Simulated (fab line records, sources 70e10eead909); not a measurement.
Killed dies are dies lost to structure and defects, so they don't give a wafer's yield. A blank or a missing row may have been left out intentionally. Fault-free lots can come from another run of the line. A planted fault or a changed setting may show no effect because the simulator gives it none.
Matching of chambers | flow nandHarc | rieDiel-05 running NHARC_P_M1_ETCH_35: 4 sister chambers
The step etches the open film in N2/H2, target depth 40 nm, overetch 12 nm, time 43.94 s. 8 wafers are shown with their chamber, then 10 later ones without.

== EACH WAFER AND ITS CHAMBER ==
wafer  | chamber | drypumpMotorCurrentA (A) | rfVppV (V)
L083.4 | 0       | 5.3                      | 432.0
L083.5 | 2       | 5.8                      | 433.3
L086.1 | 2       | 5.7                      | 433.3
L087.4 | 1       | 6.3                      | 431.5
L087.5 | 0       | 5.3                      | 431.1
L087.6 | 3       | 6.3                      | 427.1
L089.1 | 1       | 6.3                      | 431.6
L089.2 | 3       | 6.3                      | 425.4

== WAFERS MISSING THEIR CHAMBER ==
wafer  | drypumpMotorCurrentA (A) | rfVppV (V)
L089.3 | 5.3                      | 432.6
L088.2 | 6.3                      | 425.9
L088.5 | 5.3                      | 432.3
L088.6 | 6.3                      | 426.4
L093.1 | 5.8                      | 432.7
L093.2 | 6.3                      | 427.7
L093.5 | 5.3                      | 433.6
L097.1 | 5.3                      | 433.7
L097.3 | 6.3                      | 427.5
L097.6 | 6.3                      | 430.7

== WHICH CHAMBER EACH ONE RAN IN ==
wafer  | from the rows above | in truth
L089.3 | 0                   | 0
L088.2 | 3                   | 3
L088.5 | 0                   | 0
L088.6 | 3                   | 3
L093.1 | 2                   | 2
L093.2 | 3                   | 3
L093.5 | 0                   | 0
L097.1 | 0                   | 0
L097.3 | 3                   | 3
L097.6 | 1                   | 1
Correctly placed: 10 of 10. Not placeable from these rows: 0. Wrongly placed: 0.
How it was worked out, from the rows above alone: a wafer's distance from a chamber is the root of the sum, over the readings, of the square of ((its reading less the chamber's mean) divided by the reading's scatter). The wafer belongs to the nearest chamber; if the next one is less than 2 further off, it can't be placed. For every chamber, the mean is computed from those of its wafers that are shown. How the scatter is found: for the shown wafers, subtract from each reading the mean of its chamber, square and add these, divide the total by (wafers less chambers), then take the root.
